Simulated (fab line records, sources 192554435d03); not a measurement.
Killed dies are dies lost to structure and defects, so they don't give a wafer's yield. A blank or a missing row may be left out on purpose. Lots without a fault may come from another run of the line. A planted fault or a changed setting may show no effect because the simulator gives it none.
Chamber matching | flow n5_finfet | N5_DUMMY_GATE_ALD_02 on ald_sin-03: 4 sister chambers
The step deposits SiO2, target thk 2 nm, pulse time 1 s. 8 wafers are shown with their chamber, then 11 later ones without.

WAFERS WITH THEIR CHAMBER
wafer  | chamber | heater_power_outer_w (W) | heater_power_w (W)
L078.3 | 1       | 281                      | 476
L080.4 | 1       | 289                      | 471
L085.2 | 2       | 240                      | 470
L085.6 | 0       | 257                      | 490
L086.3 | 2       | 245                      | 479
L086.4 | 3       | 212                      | 416
L086.6 | 0       | 254                      | 480
L089.1 | 3       | 215                      | 431

WAFERS WITHOUT THEIR CHAMBER
wafer  | heater_power_outer_w (W) | heater_power_w (W)
L089.3 | 247                      | 458
L089.6 | 272                      | 458
L095.1 | 261                      | 496
L095.2 | 277                      | 453
L095.3 | 209                      | 420
L096.3 | 263                      | 506
L096.5 | 246                      | 465
L096.6 | 217                      | 424
L097.1 | 222                      | 432
L097.3 | 276                      | 457
L097.4 | 265                      | 490

WHICH CHAMBER EACH WENT THROUGH
wafer  | from the rows above     | in truth
L089.3 | can't be placed: 2 or 0 | 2
L089.6 | can't be placed: 1 or 0 | 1
L095.1 | 0                       | 0
L095.2 | 1                       | 1
L095.3 | 3                       | 3
L096.3 | 0                       | 0
L096.5 | 2                       | 2
L096.6 | 3                       | 3
L097.1 | 3                       | 3
L097.3 | 1                       | 1
L097.4 | 0                       | 0
Placed correctly: 9 of 11. Can't be placed from these rows: 2 (the true chamber is among the candidates in 2). Placed wrongly: 0.
How it was worked out, from the rows above alone: a wafer's distance from a chamber is the root of the sum, over the readings, of the square of ((its reading less the chamber's mean) divided by the reading's scatter). The wafer belongs to the nearest chamber; if the next one is less than 2 further off, it can't be placed. A chamber's mean is the mean of its shown wafers. The scatter: the root of (the sum of the squares of (reading less its chamber's mean) over the shown wafers, divided by (wafers less chambers)).
